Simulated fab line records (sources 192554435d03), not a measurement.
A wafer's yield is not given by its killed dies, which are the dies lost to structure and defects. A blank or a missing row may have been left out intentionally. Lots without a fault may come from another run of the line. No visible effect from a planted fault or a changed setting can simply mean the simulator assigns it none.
fab line records ; flow n5-finfet ; part 2 of 2: steps 23 to 28 of 28
record lots=5; wafers=15; last-day=19
route steps=1938 shown FIN_SAQP@142 FIN_CUT@154
lots that met no fault: from a run of the same line without faults
start-h: hours from the record's first day to the start of the lot's first wafer shown ; wait-h: hours from the lot's prior step to this one ; " as in the row above ; L1.1+2: several wafers, shown together as one row ; - no value present, or no start provided ; * or withheld: withheld ; < > ~ a bound
route shown NAME@n: a module of which the file shows steps, and the number in the route of the first ; usual: average and standard deviation across the fault-free wafers ; same: alike in all rows ; chamber/n: place in a boat ; sites: the reading at each site ; _std_site: how widely they spread, as a standard deviation ; _edge_site: inner sites' mean taken away from outer sites' mean ; radius-mm: for every site, how far away it sits from the centre of the wafer ; mask NAME#n: copy n ; behind: the tool/chamber that last shaped the wafer ; hold: what put the lot on hold/how long, in hours/how the hold closed ; device: transistor that didn't switch, given as n, p or np ; end of line: the route-end tests of the same wafers ; a step with no rows: only its recipe ; killed: count of dies lost to structure and defects at first sort (not the wafer's yield) ; map: a wafer's dies, x killed, . not, _ none there
set.NAME: setting as actually run; set.NAME@STEP: the setting as run at that earlier step ; model.NAME: the simulator's own value behind a step, which no gauge read
lots seen at some steps along the route; tables by step, rows by wafer
services: the hour from which a tool's chamber was out of use, counted from the record's first day as start-h (under 0 if before that day), plus the number of hours and why
## steps
# step N5_FIN_CUT_OVL_MEAS_09
# recipe points-per-wafer=522
# usual FIN_CUT_OVL=0.5/0.58
lot.wafer;tool;chamber;start-h;wait-h;FIN_CUT_OVL[nm]
L076.1;overlay-02;0;40.26;0.0;0.0
L076.2;overlay-02;0;40.26;0.0;0.1
L076.6;overlay-02;0;40.26;0.0;1.0
L082.2;overlay-02;0;75.55;0.0;-0.3
L082.3;overlay-02;0;75.55;0.0;0.5
L082.5;overlay-02;0;75.55;0.0;0.1
L086.1;overlay-01;0;99.99;0.0;0.4
L086.5;overlay-01;0;99.99;0.0;0.3
L086.6;overlay-01;0;99.99;0.0;-0.2
L092.2;overlay-01;0;136.50;0.0;0.2
L092.4;overlay-01;0;136.50;0.0;-0.8
L092.5;overlay-01;0;136.50;0.0;0.2
L095.4;overlay-02;0;152.55;0.0;0.4
L095.5;overlay-02;0;152.55;0.0;0.4
L095.6;overlay-02;0;152.55;0.0;0.5
# step N5_FIN_CUT_INSPECT_10
# recipe mode=adi; inspect-instrument=brightfield
# usual raw-defect-count=42/11
lot.wafer;tool;chamber;start-h;wait-h;raw-defect-count
L076.1;defect-inspect-01;-;40.32;0.1;43
L076.2;defect-inspect-01;-;40.32;0.1;42
L076.6;defect-inspect-01;-;40.32;0.1;42
L082.2;defect-inspect-01;-;75.60;0.0;41
L082.3;defect-inspect-01;-;75.60;0.0;58
L082.5;defect-inspect-01;-;75.60;0.0;62
L086.1;defect-inspect-01;-;100.05;0.1;41
L086.5;defect-inspect-01;-;100.05;0.1;38
L086.6;defect-inspect-01;-;100.05;0.1;26
L092.2;defect-inspect-01;-;136.55;0.0;49
L092.4;defect-inspect-01;-;136.55;0.0;40
L092.5;defect-inspect-01;-;136.55;0.0;32
L095.4;defect-inspect-01;-;152.59;0.0;25
L095.5;defect-inspect-01;-;152.59;0.0;29
L095.6;defect-inspect-01;-;152.59;0.0;25
# step N5_FIN_CUT_DESCUM_13
# recipe chemistry=O2; time-s=7; source-power-w=50; bias-power-w=20; pressure-mtorr=20; rf-frequency-hz=2.712e+07; temp-c=40; resist=CAR-EUV; o2-flow-sccm=225
# usual drypump-motor-current-A=5.5/0.49; o2-flow-sccm=225.0/0.65; oes-product-au=0.81/0.088; rf-vpp-V=243.2/1.4; showerhead-plenum-p-Torr=2.10/0.077; throttle-valve-pct=20.53/0.22
lot.wafer;tool;chamber;start-h;wait-h;drypump-motor-current-A;o2-flow-sccm;oes-product-au;rf-hours-counter-h;rf-vpp-V;showerhead-plenum-p-Torr;throttle-valve-pct
L076.1;rie-diel-01;3;40.41;0.1;6.3;224.6;0.69;240;242.4;2.04;20.65
L076.2;rie-diel-01;1;40.41;0.1;6.2;224.7;0.75;153;244.6;2.20;20.48
L076.6;rie-diel-01;3;40.41;0.1;6.3;224.9;0.69;-;241.6;2.04;20.63
L082.2;rie-diel-05;1;75.65;0.0;5.9;224.6;0.93;19;245.9;2.24;20.67
L082.3;rie-diel-05;3;75.65;0.0;5.0;226.9;0.93;10;242.2;2.04;20.15
L082.5;rie-diel-05;0;75.65;0.0;4.7;224.8;0.74;-;242.7;2.19;20.66
L086.1;rie-diel-05;2;100.08;0.0;5.5;225.5;0.80;114;242.2;2.04;20.62
L086.5;rie-diel-05;1;100.08;0.0;5.9;225.6;0.94;-;244.7;2.24;20.68
L086.6;rie-diel-05;0;100.08;0.0;4.7;224.3;0.74;-;243.8;2.18;20.65
L092.2;rie-diel-05;0;136.58;0.0;4.7;224.7;0.72;180;244.7;2.18;20.67
L092.4;rie-diel-05;1;136.58;0.0;5.9;225.5;0.91;37;245.7;2.24;20.68
L092.5;rie-diel-05;1;136.58;0.0;5.9;225.1;0.91;-;245.7;2.24;20.70
L095.4;rie-diel-04;1;152.63;0.0;5.7;225.5;0.88;48;241.1;2.05;20.54
L095.5;rie-diel-04;2;152.63;0.0;5.5;225.0;0.79;-;241.5;2.00;20.14
L095.6;rie-diel-04;1;152.63;0.0;5.7;224.9;0.88;-;242.8;2.05;20.53
# step N5_FIN_CUT_ETCH_30
# recipe chemistry=N2/H2; target=underlayer; target-depth-a=130; mask-material=CAR-EUV; time-s=10.4; ion-energy-ev=200; pressure-mtorr=30; source-w=840; bias-w=150; n2-flow-sccm=200; h2-flow-sccm=200; ends=cleared
# usual drypump-motor-current-A=5.5/0.49; etch-rf-on-time-s=10.25/0.2; oes-product-au=0.69/0.074; rf-vpp-V=524.1/2.6; showerhead-plenum-p-Torr=2.55/0.094; throttle-valve-pct=17.92/0.23
lot.wafer;tool;chamber;start-h;wait-h;drypump-motor-current-A;etch-rf-on-time-s;oes-product-au;rf-hours-counter-h;rf-vpp-V;showerhead-plenum-p-Torr;throttle-valve-pct
L076.1;rie-diel-01;3;40.44;0.0;6.3;10.52;0.58;240;522.5;2.49;18.11
L076.2;rie-diel-01;1;40.44;0.0;6.1;9.70;0.65;153;526.9;2.64;17.77
L076.6;rie-diel-01;3;40.44;0.0;6.3;10.50;0.59;-;523.1;2.49;18.11
L082.2;rie-diel-05;1;75.68;0.0;5.9;10.19;0.81;19;528.5;2.71;18.08
L082.3;rie-diel-05;3;75.68;0.0;5.0;10.14;0.80;10;523.2;2.49;17.69
L082.5;rie-diel-05;0;75.68;0.0;4.7;10.64;0.63;-;526.9;2.67;18.05
L086.1;rie-diel-05;2;100.12;0.0;5.5;10.14;0.68;114;521.7;2.44;17.65
L086.5;rie-diel-05;1;100.12;0.0;5.9;10.15;0.79;-;528.7;2.71;18.07
L086.6;rie-diel-05;0;100.12;0.0;4.7;10.57;0.61;-;526.3;2.66;18.07
L092.2;rie-diel-05;0;136.62;0.0;4.7;10.47;0.62;180;525.2;2.66;18.08
L092.4;rie-diel-05;1;136.62;0.0;5.9;10.10;0.78;37;526.6;2.70;18.10
L092.5;rie-diel-05;1;136.62;0.0;5.9;10.04;0.78;-;528.1;2.70;18.10
L095.4;rie-diel-04;1;152.66;0.0;5.8;10.56;0.73;48;521.6;2.48;17.88
L095.5;rie-diel-04;2;152.66;0.0;5.5;10.46;0.66;-;521.5;2.44;17.55
L095.6;rie-diel-04;1;152.66;0.0;5.8;10.38;0.74;-;523.8;2.48;17.90
# step N5_FIN_CUT_ETCH_20
# recipe chemistry=CF4; target=SiARC; target-depth-a=260; mask-material=CAR-EUV; time-s=43.3; ion-energy-ev=80; pressure-mtorr=40; source-w=545; bias-w=36; Ar_flow_sccm=100; cf4-flow-sccm=100; ends=cleared
# usual drypump-motor-current-A=5.5/0.49; etch-rf-on-time-s=42.6/0.74; oes-product-au=0.69/0.074; rf-vpp-V=184.0/1.2; showerhead-plenum-p-Torr=2.15/0.067; throttle-valve-pct=15.69/0.22
lot.wafer;tool;chamber;start-h;wait-h;drypump-motor-current-A;etch-rf-on-time-s;oes-product-au;rf-hours-counter-h;rf-vpp-V;showerhead-plenum-p-Torr;throttle-valve-pct
L076.1;rie-diel-01;3;40.46;0.0;6.3;43.8;0.59;240;182.9;2.12;16.03
L076.2;rie-diel-01;1;40.46;0.0;6.1;40.3;0.66;153;183.4;2.21;15.46
L076.6;rie-diel-01;3;40.46;0.0;6.3;43.5;0.58;-;183.0;2.12;16.05
L082.2;rie-diel-05;1;75.70;0.0;5.9;42.7;0.80;19;186.8;2.28;15.67
L082.3;rie-diel-05;3;75.70;0.0;5.0;42.8;0.80;10;183.0;2.11;15.40
L082.5;rie-diel-05;0;75.70;0.0;4.7;43.5;0.63;-;185.5;2.22;15.76
L086.1;rie-diel-05;2;100.14;0.0;5.5;42.1;0.68;114;183.2;2.08;15.63
L086.5;rie-diel-05;1;100.14;0.0;5.9;41.8;0.81;-;187.4;2.27;15.69
L086.6;rie-diel-05;0;100.14;0.0;4.7;42.9;0.63;-;184.9;2.22;15.79
L092.2;rie-diel-05;0;136.64;0.0;4.7;43.1;0.62;180;184.2;2.22;15.80
L092.4;rie-diel-05;1;136.64;0.0;5.9;42.5;0.78;37;184.4;2.27;15.70
L092.5;rie-diel-05;1;136.64;0.0;5.9;42.0;0.78;-;185.9;2.27;15.72
L095.4;rie-diel-04;1;152.68;0.0;5.8;43.7;0.73;48;182.5;2.09;15.53
L095.5;rie-diel-04;2;152.68;0.0;5.5;42.9;0.67;-;182.7;2.07;15.48
L095.6;rie-diel-04;1;152.68;0.0;5.7;43.2;0.74;-;183.7;2.09;15.53
# step N5_FIN_CUT_ETCH_21
# recipe chemistry=N2/H2; target=SOC; target-depth-a=2190; overetch-a=438; mask-material=SiARC; temp-c=40; ion-energy-ev=100; bias-w=61; time-s=523.5; pressure-mtorr=30; source-w=850; n2-flow-sccm=200; h2-flow-sccm=200
# usual drypump-motor-current-A=5.5/0.49; oes-product-au=0.74/0.077; rf-vpp-V=240.8/1.3; showerhead-plenum-p-Torr=2.55/0.094; throttle-valve-pct=17.87/0.24
lot.wafer;tool;chamber;start-h;wait-h;drypump-motor-current-A;oes-product-au;rf-hours-counter-h;rf-vpp-V;showerhead-plenum-p-Torr;throttle-valve-pct
L076.1;rie-diel-01;3;40.50;0.0;6.3;0.63;240;239.9;2.49;18.06
L076.2;rie-diel-01;1;40.50;0.0;6.2;0.68;153;241.5;2.64;17.72
L076.6;rie-diel-01;3;40.50;0.0;6.3;0.64;-;239.2;2.49;18.06
L082.2;rie-diel-05;1;75.74;0.0;5.9;0.86;20;243.8;2.71;18.03
L082.3;rie-diel-05;3;75.74;0.0;5.0;0.85;10;240.0;2.49;17.63
L082.5;rie-diel-05;0;75.74;0.0;4.7;0.68;-;241.3;2.67;18.00
L086.1;rie-diel-05;2;100.17;0.0;5.6;0.72;114;239.2;2.44;17.62
L086.5;rie-diel-05;1;100.17;0.0;5.9;0.84;-;242.4;2.71;18.04
L086.6;rie-diel-05;0;100.17;0.0;4.7;0.68;-;242.9;2.66;18.01
L092.2;rie-diel-05;0;136.68;0.0;4.7;0.67;180;242.6;2.66;18.02
L092.4;rie-diel-05;1;136.68;0.0;5.9;0.82;37;244.0;2.70;18.04
L092.5;rie-diel-05;1;136.68;0.0;5.8;0.83;-;243.1;2.70;18.04
L095.4;rie-diel-04;1;152.72;0.0;5.7;0.80;48;240.3;2.48;17.82
L095.5;rie-diel-04;2;152.72;0.0;5.5;0.72;-;239.2;2.44;17.50
L095.6;rie-diel-04;1;152.72;0.0;5.7;0.80;-;241.7;2.48;17.82
## services
tool;chamber;start-h;hours;kind
euv-scanner-01;-;16.85;1.0;pm
rie-diel-05;-;25.24;0.2;repair
rie-si-01;2;42.23;4.4;repair
rie-diel-02;3;46.09;4.0;repair
rie-diel-02;-;56.46;2.8;pm
euv-scanner-02;-;56.78;1.0;pm
euv-scanner-02;-;63.11;4.6;pm
euv-scanner-01;-;68.47;4.6;pm
rie-diel-01;0;75.56;1.7;repair
rie-si-01;0;77.06;6.5;repair
rie-diel-03;2;77.09;4.3;repair
rie-diel-06;-;79.36;2.8;pm
rie-diel-05;1;80.42;9.3;repair
rie-si-02;0;93.54;8.2;repair
euv-scanner-01;-;101.38;0.8;repair
rie-diel-04;2;105.37;13.3;repair
euv-scanner-02;-;112.93;1.0;pm
rie-diel-01;0;117.38;36.7;repair
rie-diel-06;0;119.41;1.3;repair
rie-si-01;0;124.27;1.2;repair
wet-bench-05;-;126.25;1.9;repair
rie-diel-03;2;127.70;2.8;repair
rie-si-01;2;138.20;3.6;repair
euv-scanner-02;-;140.45;0.2;repair
